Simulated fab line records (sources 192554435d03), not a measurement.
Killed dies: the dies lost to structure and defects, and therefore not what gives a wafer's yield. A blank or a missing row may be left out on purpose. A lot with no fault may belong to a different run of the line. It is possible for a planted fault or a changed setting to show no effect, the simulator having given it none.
Struck lot and sound lot, side by side / flow n5Finfet / 38 steps out of a route of 1938
Sound: wafers L455.2, L455.3, L455.6. Struck: wafer L465.3 (left out: L465.4, L465.5 of the same lot, which were not struck); the cause appears at the end.
For every step that has rows: the tool of each side, followed by ch and its chambers, followed by its first start. Under that, the readings that differ: sound wafers / struck wafers / difference of the means / sigmas: that difference in standard deviations of wafers without a fault.
alike: words and numbers the same on both sides, and readings whose means are apart by under 2 such deviations; not compared: readings that were withheld, readings missing a value for some wafer, numbers with overlapping values and no deviation given by the record, and bounds like >300 which may hide the same value.
The two part at a step that has a row with sigmas, a row that says differs or no value, or rows on one side only. Numbers that don't overlap but have no deviation are shown without sigmas and don't part them. A reading missing from all wafers of one side parts the sides only when that side holds two or more wafers.

first, 9 steps without rows for these wafers: N5_SDB_CMP_30 (polishes, stops on poly-Si, t overpolish 1.54 s, target thk 30 nm); N5_DUMMY_REMOVAL_HM_STRIP_01 (strips SiNx in CH3F/O2, stops on poly-Si, target depth 4 nm, time 6.8 s); N5_DUMMY_REMOVAL_STRIP_10 (strips in N2/H2, time 40 s); N5_DUMMY_REMOVAL_PRECLEAN_07 (cleans in dHF, time 30 s); N5_DUMMY_REMOVAL_DUMMY_REMOVE_02 (chemistry TMAH, target poly-Si, stops on SiO2, target depth 142 nm, time 57 s, rinse time 30 s); N5_DUMMY_REMOVAL_PRECLEAN_08 (cleans in NF3:NH3, afs cycles 2, time 20 s, sublimation time 60 s); N5_DUMMY_REMOVAL_PRECLEAN_04 (cleans in DHF, time 37 s); N5_DUMMY_REMOVAL_SRD_05 (time 30 s); N5_HKMG_FIN_IL_REGROW_00 (material SiO2, chemistry O3, target thk 0.75 nm, time 30 s).
N5_HKMG_FIN_HK_ALD_01: deposits HfO2, target thk 1.6 nm, pulse time 3 s, purge time 3 s.
  sound on aldHk-03 ch 2,3, day 7 05:00; struck on aldHk-03 ch 2, day 9 17:49
reading=aldCycles; sound=30 30 30; struck=38; difference=+8; sigmas=
reading=model.HfO2_of_HKMG_FIN_HK_ALD_01.thkNm (nm); sound=1.6 1.6 1.6; struck=2; difference=+0; sigmas=
  alike: precursorPulseHeightRel
then, 26 steps without rows for these wafers: N5_HKMG_FIN_HK_ANNEAL_02 (time 30 s); N5_HKMG_FIN_ALD_74 (deposits La2O3, target thk 0.5 nm, pulse time 6 s, co reactant pulse time 1 s); N5_HKMG_FIN_ALD_75 (deposits Al2O3, target thk 1 nm, co reactant pulse time 1 s); N5_HKMG_FIN_COAT_41 (time 60 s, resist thk 300 nm); N5_HKMG_FIN_COAT_42 (time 60 s, resist thk 35 nm); N5_HKMG_FIN_COAT_43 (resist thk 90 nm); N5_HKMG_FIN_EBR_45; N5_HKMG_FIN_SOFTBAKE_44 (time 60 s); N5_HKMG_FIN_EXPOSE_46 (exposes mask NDIPOLE); N5_HKMG_FIN_PEB_47 (peb time 60 s); N5_HKMG_FIN_DEVELOP_48 (develop time 30 s); N5_HKMG_FIN_DESCUM_53 (chemistry O2, time 7.9 s); N5_HKMG_FIN_ETCH_54 (etches SiARC in CF4, target depth 45.5 nm, time 75.8 s); N5_HKMG_FIN_ETCH_55 (etches SOC in N2/H2, target depth 240 nm, time 300 s); N5_HKMG_FIN_STRIP_56 (strips in N2/H2); N5_HKMG_FIN_STRIP_57 (strips in CF4); N5_HKMG_FIN_ETCH_58 (etches SOC in N2/H2, target depth 215.8 nm, time 741 s); N5_HKMG_FIN_STRIP_93 (strips SOC in N2/H2, time 20 s); N5_HKMG_FIN_WET_ETCH_76 (etches Al2O3 in dNH4OH, stops on La2O3, target depth 2.25 nm, rinse time 30 s); N5_HKMG_FIN_STRIP_60 (strips in N2/H2, time 360 s); N5_HKMG_FIN_WET_ETCH_77 (etches La2O3 in dHCl, stops on HfO2, target depth 2 nm); N5_HKMG_FIN_WET_ETCH_78 (etches Al2O3 in dNH4OH, stops on La2O3, target depth 4.5 nm, rinse time 30 s); N5_HKMG_FIN_ALD_79 (deposits TiN, target thk 1.5 nm, pulse time 1 s, purge time 3 s); N5_HKMG_FIN_CVD_62 (deposits a-Si from Si2H6, target thk 3 nm, time 20.8 s); N5_HKMG_FIN_RTA_80 (time 2 s); N5_HKMG_FIN_PRECLEAN_64 (cleans in dHF, time 30 s).
N5_HKMG_FIN_THK_MEAS_70: measures by xrf.
  sound on filmMetro-01, day 7 08:50; struck on filmMetro-02, day 9 21:26
reading=HK_THK (nm); sound=1.586 1.598 1.577; struck=1.984; difference=+0.397; sigmas=+19
-- a jump in the record: the struck wafers' starts before and after are 4 days apart (it breaks off in module HKMG_FIN and resumes in module BEOL_M4, where the first step shown is number 1111 of the route) --
N5_BEOL_M4_RC_MEAS_101:
  sound on prober-02 ch 0, day 11 13:49; struck on prober-02 ch 0, day 13 18:40
reading=EOT_N; sound=10.40 10.40 10.40; struck=11.37; difference=+0.97; sigmas=+10
reading=EOT_P; sound=10.50 10.58 10.52; struck=11.24; difference=+0.71; sigmas=+7
reading=IGATE_N (nA/um); sound=0.0158 0.0115 0.0134; struck=0.0007; difference=-0.0129; sigmas=-7
reading=IGATE_P (nA/um); sound=0.0046 0.0034 0.0038; struck=0.0002; difference=-0.0037; sigmas=-6
  alike: DIBL_N, DIBL_P, IOFF_N, IOFF_P, ION_N, ION_P, SS_N, SS_P, VT_N, VT_P

== WHERE THEY PART ==
First at N5_HKMG_FIN_THK_MEAS_70; last, within this record, at N5_BEOL_M4_RC_MEAS_101.

WHY: what had been put in by the simulator
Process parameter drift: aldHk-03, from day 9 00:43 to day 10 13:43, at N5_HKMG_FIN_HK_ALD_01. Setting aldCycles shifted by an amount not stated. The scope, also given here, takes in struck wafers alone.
